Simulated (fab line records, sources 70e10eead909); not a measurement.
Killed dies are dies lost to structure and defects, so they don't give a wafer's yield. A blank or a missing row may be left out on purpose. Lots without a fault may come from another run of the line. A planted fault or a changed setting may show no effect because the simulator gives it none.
Chamber matching | flow nand_harc | NHARC_A_WL_FILL_ALD_10 on ald_hk-03: 4 sister chambers
The step deposits SiO2, target thk 50 nm, pulse time 10 s, ald cycles 500. 8 wafers are shown with their chamber, then 7 later ones without.

WAFERS WITH THEIR CHAMBER
wafer  | chamber | heater_power_w (W) | precursor_pulse_height_rel
L079.6 | 3       | 371                | 1.018
L078.1 | 2       | 470                | 0.939
L078.5 | 1       | 522                | 0.982
L080.2 | 0       | 483                | 1.013
L080.4 | 1       | 527                | 1.015
L080.5 | 0       | 493                | 1.006
L092.1 | 3       | 373                | 0.996
L092.4 | 2       | 496                | 1.006

WAFERS WITHOUT THEIR CHAMBER
wafer  | heater_power_w (W) | precursor_pulse_height_rel
L092.5 | 392                | 1.042
L094.1 | 528                | 1.004
L094.2 | 494                | 0.999
L094.3 | 382                | 1.023
L094.4 | 534                | 0.994
L094.6 | 523                | 1.009
L094.5 | 494                | 1.025

WHICH CHAMBER EACH WENT THROUGH
wafer  | from the rows above     | in truth
L092.5 | 3                       | 3
L094.1 | 1                       | 1
L094.2 | can't be placed: 0 or 2 | 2
L094.3 | 3                       | 3
L094.4 | 1                       | 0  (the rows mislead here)
L094.6 | 1                       | 1
L094.5 | can't be placed: 0 or 2 | 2
Placed correctly: 4 of 7. Can't be placed from these rows: 2 (the true chamber is among the candidates in 2). Placed wrongly: 1.
How it was worked out, from the rows above alone: a wafer's distance from a chamber is the root of the sum, over the readings, of the square of ((its reading less the chamber's mean) divided by the reading's scatter). The wafer belongs to the nearest chamber; if the next one is less than 2 further off, it can't be placed. A chamber's mean is the mean of its shown wafers. The scatter: the root of (the sum of the squares of (reading less its chamber's mean) over the shown wafers, divided by (wafers less chambers)).
